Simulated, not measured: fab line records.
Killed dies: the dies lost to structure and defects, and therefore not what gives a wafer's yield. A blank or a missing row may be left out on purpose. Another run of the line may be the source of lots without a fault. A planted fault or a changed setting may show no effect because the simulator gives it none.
Chamber matching    flow n5 finfet    rie si-03 running N5_DUMMY_GATE_ETCH_44: 4 sister chambers
The step etches poly-Si in HBr/O2, stops on SiO2, target depth 127.5 nm. 8 wafers are shown with their chamber, then 7 later ones without.

## WAFERS, EACH WITH ITS CHAMBER
wafer   chamber  throttle valve pct (%)  he backside leak sccm (sccm)
L079.4  1        18.31                   2.8
L080.3  0        18.56                   3.0
L080.6  1        18.32                   2.7
L085.1  2        18.37                   2.9
L085.2  3        18.23                   2.4
L085.3  0        18.57                   3.0
L086.3  2        18.38                   3.0
L086.5  3        18.24                   2.5

## WAFERS MISSING THEIR CHAMBER
wafer   throttle valve pct (%)  he backside leak sccm (sccm)
L086.6  18.37                   2.9
L088.1  18.38                   2.7
L088.4  18.32                   2.8
L088.5  18.36                   2.7
L093.1  18.55                   3.0
L093.2  18.38                   2.9
L093.5  18.33                   2.7

## CHAMBER TAKEN BY EACH
wafer   from the rows above      in truth
L086.6  2                        2
L088.1  2                        2
L088.4  1                        1
L088.5  can't be placed: 2 or 1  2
L093.1  0                        0
L093.2  2                        2
L093.5  1                        1
Correctly placed: 6 of 7. From these rows, 1 cannot be placed; in 1 the true chamber is one of the candidates. Wrongly placed: 0.
How it was worked out, from the rows above alone: a wafer's distance from a chamber is the root of the sum, over the readings, of the square of ((its reading less the chamber's mean) divided by the reading's scatter). The wafer belongs to the nearest chamber; if the next one is less than 2 further off, it can't be placed. For every chamber, the mean is computed from those of its wafers that are shown. The scatter: take each reading less its chamber's mean, square it, sum over the shown wafers, divide by the number of wafers less the number of chambers, and take the root.
